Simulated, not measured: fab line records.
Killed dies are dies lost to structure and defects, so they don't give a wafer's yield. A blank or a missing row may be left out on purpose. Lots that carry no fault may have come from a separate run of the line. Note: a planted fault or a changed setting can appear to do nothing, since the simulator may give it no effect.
Which of the tools did it? ; flow n5_finfet ; Sampling: 8 lots, 24 wafers, 5 of 1938 route steps

## WHAT EACH GAUGE READ, for each wafer
N5_BEOL_M4_RC_MEAS_101. Usual: CHAIN_V3 233 ohm/link, standard deviation 9.8; CHAIN_V3_max_site 242 ohm/link, standard deviation 10; COMB_M4 5.8e-11 S/m, standard deviation 1.2e-11; COMB_M4_max_site 8.4e-11 S/m, standard deviation 1.9e-11; DIBL_N 36.0 mV/V, standard deviation 1.8; DIBL_P 36.3 mV/V, standard deviation 2.4; IOFF_N 0.16 nA/um, standard deviation 0.035; IOFF_P 0.21 nA/um, standard deviation 0.036; ION_N 673 uA/um, standard deviation 13; ION_P 461 uA/um, standard deviation 7.2; SS_N 71.4 mV/dec, standard deviation 0.6; SS_P 73.2 mV/dec, standard deviation 0.7; VT_N 250 mV, standard deviation 4; VT_P -250.9 mV, standard deviation 2.9.
lot;measured;on;CHAIN_V3 (ohm/link);CHAIN_V3_max_site (ohm/link);COMB_M4 (S/m);COMB_M4_max_site (S/m);DIBL_N (mV/V);DIBL_P (mV/V);IOFF_N (nA/um);IOFF_P (nA/um);ION_N (uA/um);ION_P (uA/um);SS_N (mV/dec);SS_P (mV/dec);VT_N (mV);VT_P (mV);flag
L744;day 7 15:56;prober-01;238 243 239;246 261 247;6.5e-11 5.5e-11 5e-11;1.02e-10 7.1e-11 6.1e-11;40.9 39.8 36.5;41.0 39.5 35.0;0.27 0.23 0.16;0.32 0.29 0.23;695 695 669;472 474 465;72.0 72.1 71.2;74.4 74.1 72.4;240 245 252;-242.9 -243.5 -247.3;
L747;day 9 03:07;prober-02;224 216 227;230 222 240;6.5e-11 6.4e-11 5.2e-11;1.34e-10 8e-11 7.7e-11;34.3 34.0 32.7;33.5 32.9 30.7;0.16 0.14 0.12;0.21 0.19 0.16;678 670 653;463 459 461;70.8 71.3 71.3;73.2 72.7 72.2;246 250 252;-247.1 -249.6 -251.3;
L754;day 11 04:19;prober-02;225 190 238;234 198 242;4e-11 1.33e-10 6.5e-11;6.2e-11 2.39e-10 8.7e-11;36.3 34.5 36.6;37.7 34.6 37.1;0.18 0.15 0.19;0.22 0.18 0.21;682 671 683;457 456 464;71.2 70.8 71.7;74.1 72.5 73.6;248 248 244;-251.5 -252.5 -253.3;
L758;day 11 10:08;prober-02;246 217 245;254 228 259;5.4e-11 6.6e-11 7.2e-11;8.2e-11 9.2e-11 9.2e-11;35.4 36.7 34.1;34.5 35.9 33.8;0.16 0.19 0.14;0.22 0.23 0.20;674 676 674;466 461 462;71.8 71.8 71.0;73.3 73.2 72.8;249 248 249;-246.7 -249.6 -249.5;
L757;day 11 10:07;prober-01;235 229 234;244 238 245;5.9e-11 5.1e-11 6.2e-11;7.4e-11 6e-11 1.01e-10;35.5 33.3 35.3;34.8 33.1 34.6;0.15 0.12 0.15;0.20 0.18 0.19;685 669 677;470 456 462;71.1 70.8 70.9;72.8 72.4 72.5;250 252 251;-249.7 -249.3 -251.7;
L765;day 14 04:22;prober-01;221 217 233;231 220 247;6.1e-11 6.3e-11 6.5e-11;7e-11 7.7e-11 7.9e-11;36.3 36.6 35.2;34.9 36.3 33.6;0.15 0.15 0.13;0.20 0.22 0.17;679 671 661;465 459 450;71.5 70.9 71.0;73.1 73.6 71.9;246 249 250;-251.2 -251.9 -253.3;
L767;day 14 06:26;prober-01;219 216 219;232 223 227;7.4e-11 5.9e-11 4.7e-11;1.26e-10 7.6e-11 6.3e-11;37.2 37.9 39.3;37.1 36.6 38.0;0.16 0.16 0.20;0.21 0.21 0.25;673 681 687;457 461 464;71.4 72.1 72.2;73.4 74.0 73.7;250 250 247;-252.4 -252.9 -246.7;
L766;day 14 07:43;prober-02;233 233 222;250 249 226;6.3e-11 7.5e-11 6e-11;1.06e-10 1.16e-10 7.1e-11;37.5 37.7 36.6;39.3 39.7 38.0;0.18 0.18 0.16;0.24 0.25 0.23;691 680 685;475 471 474;71.0 72.0 71.1;73.8 74.1 73.4;246 247 246;-246.5 -247.2 -248.1;

## WHICH TOOL RAN EACH LOT (tool, then ch and the chambers of the sampled wafers, then the start)
lot;N5_BEOL_M4_VIA_ETCH_34;N5_BEOL_M4_ETCH_41;N5_BEOL_M4_ALD_84;N5_BEOL_M4_SPUTTER_48
L744;rie_diel-01 ch 0,1,2, day 7 10:29;rie_diel-01 ch 0,1,2, day 7 11:36 or earlier;ald_metal-03 ch 0,2, day 7 11:36;pvd_sputter-01, day 7 12:55
L747;rie_diel-01 ch 0,1,2, day 8 22:20;rie_diel-01 ch 0,1,2, day 8 23:16 or earlier;ald_metal-02 ch 0,3, day 8 23:16;pvd_sputter-02, day 9 00:02
L754;rie_diel-05 ch 0,2,3, day 10 22:04;rie_diel-05 ch 0,2,3, day 10 22:57 or earlier;ald_metal-03 ch 0,2, day 10 22:57;pvd_sputter-01, day 11 01:05
L758;rie_diel-01 ch 1,2,3, day 11 05:43;rie_diel-01 ch 1,2,3, day 11 06:38 or earlier;ald_metal-02 ch 0,1,3, day 11 06:38;pvd_sputter-01, day 11 07:08
L757;rie_diel-05 ch 0,3, day 11 05:50;rie_diel-05 ch 0,3, day 11 06:43 or earlier;ald_metal-04 ch 0,1,3, day 11 06:43;pvd_sputter-02, day 11 07:16
L765;rie_diel-01 ch 0,2, day 14 00:19;rie_diel-01 ch 0,2, day 14 00:54 or earlier;ald_metal-04 ch 0,1, day 14 00:54;pvd_sputter-03, day 14 01:30
L767;rie_diel-05 ch 1,2,3, day 14 00:21;rie_diel-05 ch 1,2,3, day 14 01:02 or earlier;ald_metal-03 ch 0,1,3, day 14 01:02;pvd_sputter-01, day 14 03:14
L766;rie_diel-05 ch 1,2,3, day 14 03:17;rie_diel-05 ch 1,2,3, day 14 04:13 or earlier;ald_metal-02 ch 1,2,3, day 14 04:13;pvd_sputter-02, day 14 04:50
- N5_BEOL_M4_VIA_ETCH_34: etches the open film in C4F6/O2, target depth 69.4 nm, time 65.9 s.
- N5_BEOL_M4_ETCH_41: etches SiCN in CH3F/O2, target depth 29.9 nm, time 52.5 s.
- N5_BEOL_M4_ALD_84: deposits TaN, pulse time 2 s, purge time 3 s, co reactant purge time 2 s.
- N5_BEOL_M4_SPUTTER_48: material Cu, target thk 4.5 nm, time 8.29 s.

## WHAT THE TOOLS THEMSELVES READ (means of the sampled wafers that have a number; where no wafer has one, the mark that the record gives instead)
N5_BEOL_M4_VIA_ETCH_34. Usual: drypump_motor_current_A 5.6 A, standard deviation 0.56; mfc_ar_sccm 300.0 sccm, standard deviation 0.92; oes_product_au 0.81 a.u., standard deviation 0.093; rf_vpp_V 669 V, standard deviation 8.3; showerhead_plenum_p_Torr 2.83 Torr, standard deviation 0.079; throttle_valve_pct 30.71 %, standard deviation 0.28.
lot;tool;drypump_motor_current_A (A);mfc_ar_sccm (sccm);oes_product_au (a.u.);rf_vpp_V (V);showerhead_plenum_p_Torr (Torr);throttle_valve_pct (%);flag
L744;rie_diel-01;5.5;299.3;0.81;667;2.82;30.58;
L747;rie_diel-01;5.5;300.2;0.79;668;2.82;30.62;
L754;rie_diel-05;5.9;300.4;0.83;671;2.87;30.68;
L758;rie_diel-01;5.6;299.3;0.82;669;2.83;30.51;
L757;rie_diel-05;6.1;300.3;0.80;663;2.83;30.67;
L765;rie_diel-01;5.4;299.2;0.77;668;2.77;30.69;
L767;rie_diel-05;5.7;299.8;0.84;673;2.87;30.75;
L766;rie_diel-05;5.8;299.7;0.83;674;2.87;30.76;

N5_BEOL_M4_ETCH_41. Usual: CH3F_flow_sccm 30.01 sccm, standard deviation 0.092; drypump_motor_current_A 5.6 A, standard deviation 0.56; mfc_ar_sccm 150.0 sccm, standard deviation 0.47; oes_product_au 0.81 a.u., standard deviation 0.093; rf_vpp_V 297.1 V, standard deviation 1.5; showerhead_plenum_p_Torr 1.99 Torr, standard deviation 0.058; throttle_valve_pct 16.26 %, standard deviation 0.29.
lot;tool;CH3F_flow_sccm (sccm);drypump_motor_current_A (A);mfc_ar_sccm (sccm);oes_product_au (a.u.);rf_vpp_V (V);showerhead_plenum_p_Torr (Torr);throttle_valve_pct (%);flag
L744;rie_diel-01;30.06;5.5;150.2;0.80;297.2;1.99;16.16;
L747;rie_diel-01;30.00;5.5;149.5;0.79;296.6;1.98;16.19;
L754;rie_diel-05;30.00;5.9;150.1;0.84;297.5;2.02;16.23;
L758;rie_diel-01;29.91;5.6;150.2;0.82;297.2;1.99;16.11;
L757;rie_diel-05;30.03;6.1;149.8;0.80;296.5;1.99;16.26;
L765;rie_diel-01;29.92;5.4;149.9;0.77;296.2;1.95;16.32;
L767;rie_diel-05;30.06;5.8;150.0;0.83;298.7;2.02;16.27;
L766;rie_diel-05;30.03;5.8;149.9;0.83;297.3;2.02;16.27;

N5_BEOL_M4_ALD_84. Usual: heater_power_w reads 417 W (standard deviation 42).
lot;tool;heater_power_w (W);flag
L744;ald_metal-03;381;
L747;ald_metal-02;391;
L754;ald_metal-03;378;
L758;ald_metal-02;386;
L757;ald_metal-04;447;
L765;ald_metal-04;457;
L767;ald_metal-03;445;
L766;ald_metal-02;408;

N5_BEOL_M4_SPUTTER_48. Usual: substrate_temp_c -20.01 C, standard deviation 0.096; throttle_valve_pct 30.1 %, standard deviation 1.1.
lot;tool;substrate_temp_c (C);throttle_valve_pct (%);flag
L744;pvd_sputter-01;-20.03;30.2;
L747;pvd_sputter-02;-19.97;29.3;
L754;pvd_sputter-01;-19.96;31.4;
L758;pvd_sputter-01;-19.98;30.6;
L757;pvd_sputter-02;-20.01;29.2;
L765;pvd_sputter-03;-20.02;30.0;
L767;pvd_sputter-01;-20.12;30.5;
L766;pvd_sputter-02;-19.96;30.0;

## THE ANSWER, worked out from the rows above alone
Rule: a lot counts as off when the mean over its wafers that have a number is more than 3 standard deviations away from the usual mean. Also off: a lot with no number at a reading for which 4 or more lots have one. All remaining lots with rows at the step are treated as sound. After the gauges, taken in route order, come the tools' own readings; for these a lot's mean is taken, as printed above. At the first step where some lot is off, the reading lying furthest off is the one used; lots without a number count as furthest.
No lot is off at any reading shown: from this, nothing can be told.

## WHAT THE SIMULATOR HAD INSERTED
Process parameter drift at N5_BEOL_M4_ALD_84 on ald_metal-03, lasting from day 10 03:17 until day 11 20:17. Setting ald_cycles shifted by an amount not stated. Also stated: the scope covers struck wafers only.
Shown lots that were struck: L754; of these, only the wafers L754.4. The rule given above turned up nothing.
